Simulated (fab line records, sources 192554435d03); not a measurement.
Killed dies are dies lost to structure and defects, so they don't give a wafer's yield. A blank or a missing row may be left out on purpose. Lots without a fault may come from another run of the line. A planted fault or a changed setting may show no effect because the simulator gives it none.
One fault seen from 3 desks | flow n5_finfet | each desk has only its own numbers; what lay behind them comes last

THE TOOL OWNER'S DESK: ald_sin-03
The tool's own readings at N5_BEOL_M1_ALD_98 (deposits SiO2, target thk 2.5 nm, pulse time 1 s, co reactant pulse time 1 s): means of the sampled wafers that have a number, for each lot that ran on this tool. A lot is out of limits, marked OUT, if its mean lies more than 4 standard deviations from the usual mean; the brackets give that distance.
Columns: A = heater_power_outer_w at N5_BEOL_M1_ALD_98, usual 42 W; B = heater_power_w at N5_BEOL_M1_ALD_98, usual 81 W; C = precursor_pulse_height_rel at N5_BEOL_M1_ALD_98, usual 0.999; D = susceptor_temp_C at N5_BEOL_M1_ALD_98, usual 100.02 C
lot  | first seen here | A  | B  | C     | D
L812 | day 8 09:25     | 44 | 88 | 0.995 | -
L813 | day 8 17:41     | 44 | 89 | 0.995 | -
L825 | day 12 01:03    | 45 | 88 | 0.997 | 100.02
This desk's finding: nothing out of limits on any of the 3 lots.

THE METROLOGY DESK
What the gauges read, lot by lot, whatever tool the lot ran on: means of the sampled wafers that have a number. A lot is out of limits, marked OUT, if its mean lies more than 4 standard deviations from the usual mean; the brackets give that distance. Of its 12 readings 7 are shown: those that lie furthest out on some lot.
Columns: A = DIBL_N at N5_BEOL_M4_RC_MEAS_101, usual 36.3 mV/V; B = DIBL_P at N5_BEOL_M4_RC_MEAS_101, usual 36.2 mV/V; C = IOFF_N at N5_BEOL_M4_RC_MEAS_101, usual 0.16 nA/um; D = ION_N at N5_BEOL_M4_RC_MEAS_101, usual 673 uA/um; E = SS_P at N5_BEOL_M4_RC_MEAS_101, usual 73.3 mV/dec; F = VT_N at N5_BEOL_M4_RC_MEAS_101, usual 251 mV; G = VT_P at N5_BEOL_M4_RC_MEAS_101, usual -251 mV
lot  | first seen here | A    | B    | C    | D   | E    | F   | G
L806 | day 7 02:10     | 35.1 | 35.0 | 0.14 | 667 | 73.1 | 254 | -249
L812 | day 8 09:10     | 34.0 | 33.8 | 0.13 | 677 | 72.9 | 254 | -253
L813 | day 8 17:09     | 37.1 | 35.4 | 0.16 | 675 | 73.4 | 250 | -251
L818 | day 9 18:14     | 35.8 | 36.4 | 0.16 | 678 | 72.7 | 247 | -245
L820 | day 10 11:22    | 40.0 | 40.3 | 0.23 | 695 | 74.8 | 245 | -249
L825 | day 12 00:31    | 36.9 | 38.0 | 0.18 | 683 | 73.7 | 248 | -252
This desk's finding: nothing out of limits on any of the 6 lots.

THE DEFECT DESK
What the inspections along the route counted, lot by lot: means of the sampled wafers that have a number. A lot is out of limits, marked OUT, if its mean lies more than 4 standard deviations from the usual mean; the brackets give that distance.
Columns: A = raw_defect_count at N5_BEOL_M1_INSPECT_30, usual 394
lot  | first seen here | A
L806 | day 7 02:15     | 449
L812 | day 8 09:16     | 437
L813 | day 8 17:14     | 367
L818 | day 9 18:20     | 359
L820 | day 10 11:28    | 404
L825 | day 12 00:35    | 407
This desk's finding: nothing out of limits on any of the 6 lots.

PUT TOGETHER
The tool owner's desk saw nothing out of limits.
The metrology desk saw nothing out of limits.
The defect desk saw nothing out of limits.

WHAT THE SIMULATOR HAD PUT IN
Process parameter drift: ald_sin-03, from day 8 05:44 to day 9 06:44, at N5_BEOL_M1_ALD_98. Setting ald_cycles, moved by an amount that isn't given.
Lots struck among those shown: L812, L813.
